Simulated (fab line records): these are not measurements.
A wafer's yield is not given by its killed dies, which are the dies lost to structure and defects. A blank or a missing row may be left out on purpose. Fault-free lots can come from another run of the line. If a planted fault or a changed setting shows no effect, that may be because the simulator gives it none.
Matching of chambers    flow n5-finfet    rie-diel-02 running N5_BEOL_M1_ETCH_70: 4 sister chambers
The step etches SOC in N2/H2, target depth 80 nm, overetch 16 nm, time 120 s. 4 wafers are shown with their chamber, then 10 later ones without.

## WAFERS PAIRED WITH THEIR CHAMBERS
wafer   chamber  showerhead-plenum-p-Torr (Torr)
L084.4  0        2.49
L088.2  3        2.47
L094.1  2        2.62
L094.2  1        2.58

## WAFERS WHOSE CHAMBER IS MISSING
wafer   showerhead-plenum-p-Torr (Torr)
L094.3  2.47
L093.3  2.58
L093.4  2.48
L093.5  2.46
L095.4  2.47
L095.5  2.46
L095.6  2.62
L096.2  2.62
L096.3  2.58
L096.6  2.47

## THE CHAMBER EACH PASSED THROUGH
wafer    from the rows above       in truth
L094.3   3                         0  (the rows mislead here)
L093.3   1                         1
L093.4   can't be placed: 3 or 0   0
L093.5   3                         3
L095.4   3                         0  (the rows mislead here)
L095.5   3                         3
L095.6   2                         2
L096.2   2                         2
L096.3   1                         1
L096.6   3                         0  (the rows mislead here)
Correct placement for 6 of the 10. From these rows, 1 cannot be placed; in 1 the true chamber is one of the candidates. Number placed wrongly: 3.
How it was worked out, from the rows above alone: a wafer's distance from a chamber is the root of the sum, over the readings, of the square of ((its reading less the chamber's mean) divided by the reading's scatter). If the next closest chamber is less than 2 further off than the closest, the wafer can't be placed; otherwise it belongs to the closest. For every chamber, the mean is computed from those of its wafers that are shown. The scatter: root of mean squared gap, hidden wafer to nearest shown wafer, with one shown wafer a chamber.
